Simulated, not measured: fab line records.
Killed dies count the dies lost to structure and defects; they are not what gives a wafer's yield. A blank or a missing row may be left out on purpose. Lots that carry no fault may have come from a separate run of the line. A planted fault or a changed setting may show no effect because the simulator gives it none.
Which of the tools did it? :: flow nand harc :: Sampling: 12 lots, 36 wafers, 4 of 1302 route steps

## WHAT THE GAUGES READ, wafer by wafer
NHARC_P_ZERO_WELL_CD_MEAS_11: target cd 500 nm. Usual: cd nm at 499.7 nm, with a standard deviation of 1.9.
lot: L579
measured: day 1 21:14
on: cd sem-01
cd nm (nm): 501.2 502.2 500.3
flag: 

lot: L580
measured: day 2 07:14
on: cd sem-03
cd nm (nm): 498.3 499.5 500.0
flag: 

lot: L581
measured: day 2 17:14
on: cd sem-03
cd nm (nm): 500.4 500.5 497.3
flag: 

lot: L587
measured: day 5 05:08
on: cd sem-03
cd nm (nm): 502.7 500.8 498.1
flag: 

lot: L588
measured: day 5 15:07
on: cd sem-02
cd nm (nm): 499.0 497.5 497.9
flag: 

lot: L590
measured: day 6 11:25
on: cd sem-01
cd nm (nm): 501.8 499.8 501.0
flag: 

lot: L597
measured: day 9 09:08
on: cd sem-02
cd nm (nm): 497.6 500.0 499.0
flag: 

lot: L598
measured: day 9 19:14
on: cd sem-01
cd nm (nm): 501.8 498.2 500.9
flag: 

lot: L599
measured: day 10 05:14
on: cd sem-02
cd nm (nm): 503.3 502.4 499.8
flag: 

lot: L600
measured: day 10 15:15
on: cd sem-01
cd nm (nm): 498.4 496.6 496.0
flag: 

lot: L601
measured: day 11 01:15
on: cd sem-03
cd nm (nm): 503.0 501.4 499.5
flag: 

lot: L602
measured: day 11 11:14
on: cd sem-01
cd nm (nm): 495.8 500.0 498.0
flag: 

NHARC_P_ZERO_WELL_CD_MEAS_24: target cd 720 nm. Usual: cd nm at 719.9 nm, with a standard deviation of 2.
lot: L579
measured: day 1 22:38
on: cd sem-01
cd nm (nm): 718.4 721.0 715.4
flag: 

lot: L580
measured: day 2 08:35
on: cd sem-03
cd nm (nm): 718.7 717.6 718.3
flag: 

lot: L581
measured: day 2 18:35
on: cd sem-01
cd nm (nm): 721.1 722.5 723.8
flag: 

lot: L587
measured: day 5 06:29
on: cd sem-03
cd nm (nm): 688.9 685.0 685.8
flag: OFF

lot: L588
measured: day 5 16:20
on: cd sem-03
cd nm (nm): 722.5 725.5 721.0
flag: 

lot: L590
measured: day 6 12:46
on: cd sem-01
cd nm (nm): 720.9 723.8 721.9
flag: 

lot: L597
measured: day 9 10:38
on: cd sem-03
cd nm (nm): 721.2 721.3 723.4
flag: 

lot: L598
measured: day 9 20:38
on: cd sem-01
cd nm (nm): 719.0 717.9 717.4
flag: 

lot: L599
measured: day 10 06:36
on: cd sem-01
cd nm (nm): 721.3 718.4 720.3
flag: 

lot: L600
measured: day 10 16:31
on: cd sem-01
cd nm (nm): 718.7 719.5 718.2
flag: 

lot: L601
measured: day 11 02:35
on: cd sem-01
cd nm (nm): 722.3 718.6 718.7
flag: 

lot: L602
measured: day 11 12:27
on: cd sem-03
cd nm (nm): 720.5 721.5 721.1
flag: 

NHARC_P_STI_INSPECT_25. Usual: raw defect count at 213, with a standard deviation of 72.
lot: L579
measured: day 4 04:05
on: defect inspect-02
raw defect count: 162 170 184
flag: 

lot: L580
measured: day 4 11:25
on: defect inspect-01
raw defect count: 202 197 302
flag: 

lot: L581
measured: day 4 18:04
on: defect inspect-02
raw defect count: 145 151 202
flag: 

lot: L587
measured: day 7 09:57
on: defect inspect-01
raw defect count: 324 254 289
flag: 

lot: L588
measured: day 8 01:47
on: defect inspect-01
raw defect count: 167 217 338
flag: 

lot: L590
measured: day 8 11:52
on: defect inspect-02
raw defect count: 286 363 338
flag: 

lot: L597
measured: day 11 09:35
on: defect inspect-02
raw defect count: 190 276 163
flag: 

lot: L598
measured: day 11 21:27
on: defect inspect-01
raw defect count: 171 162 178
flag: 

lot: L599
measured: day 12 03:44
on: defect inspect-01
raw defect count: 227 203 182
flag: 

lot: L600
measured: day 12 21:26
on: defect inspect-01
raw defect count: 156 137 181
flag: 

lot: L601
measured: day 13 01:43
on: defect inspect-01
raw defect count: 180 217 149
flag: 

lot: L602
measured: day 13 12:47
on: defect inspect-01
raw defect count: 178 177 168
flag: 

## WHICH TOOL RAN EACH LOT (tool, then ch and the chambers of the sampled wafers, then the start)
lot: L579
NHARC_P_ZERO_WELL_EXPOSE_21: krf scanner-02 ch 0, day 1 22:29

lot: L580
NHARC_P_ZERO_WELL_EXPOSE_21: krf scanner-03 ch 0, day 2 08:26

lot: L581
NHARC_P_ZERO_WELL_EXPOSE_21: krf scanner-02 ch 0, day 2 18:26

lot: L587
NHARC_P_ZERO_WELL_EXPOSE_21: krf scanner-02 ch 0, day 5 06:20

lot: L588
NHARC_P_ZERO_WELL_EXPOSE_21: krf scanner-02 ch 0, day 5 16:11

lot: L590
NHARC_P_ZERO_WELL_EXPOSE_21: krf scanner-02 ch 0, day 6 12:37

lot: L597
NHARC_P_ZERO_WELL_EXPOSE_21: krf scanner-02 ch 0, day 9 10:29

lot: L598
NHARC_P_ZERO_WELL_EXPOSE_21: krf scanner-04 ch 0, day 9 20:29

lot: L599
NHARC_P_ZERO_WELL_EXPOSE_21: krf scanner-02 ch 0, day 10 06:27

lot: L600
NHARC_P_ZERO_WELL_EXPOSE_21: krf scanner-02 ch 0, day 10 16:22

lot: L601
NHARC_P_ZERO_WELL_EXPOSE_21: krf scanner-03 ch 0, day 11 02:26

lot: L602
NHARC_P_ZERO_WELL_EXPOSE_21: krf scanner-03 ch 0, day 11 12:18
- NHARC_P_ZERO_WELL_EXPOSE_21: exposes mask P NWELL, target cd 720 nm.

## WHAT THE TOOLS THEMSELVES READ (means of the sampled wafers that have a number; where no wafer has one, the mark that the record gives instead)
The record holds no such reading with a usual standard deviation.

## THE ANSWER, worked out from the rows above alone
Rule: a lot is off if the mean of its wafers that have a number lies more than 3 standard deviations from the usual mean. A lot without any number at a reading at which 4 lots or more have one is off too. The other lots that the step has rows for count as sound. Order of review: gauges by route order, followed by the tools' own readings, for which a lot's mean as printed above is used. The first step at which some lot is off is used, and at that step the reading that is off furthest; a lot without a number counts as furthest.
Off: L587, at NHARC_P_ZERO_WELL_CD_MEAS_24 (cd nm).
If a tool, at a process step before that reading, ran all the lots that are off and no sound lot after the first of them, it fits. Gauges at NHARC_P_ZERO_WELL_CD_MEAS_24: tried the same way as those tools. Not one of the candidates tried fits.

## WHAT THE SIMULATOR HAD INSERTED
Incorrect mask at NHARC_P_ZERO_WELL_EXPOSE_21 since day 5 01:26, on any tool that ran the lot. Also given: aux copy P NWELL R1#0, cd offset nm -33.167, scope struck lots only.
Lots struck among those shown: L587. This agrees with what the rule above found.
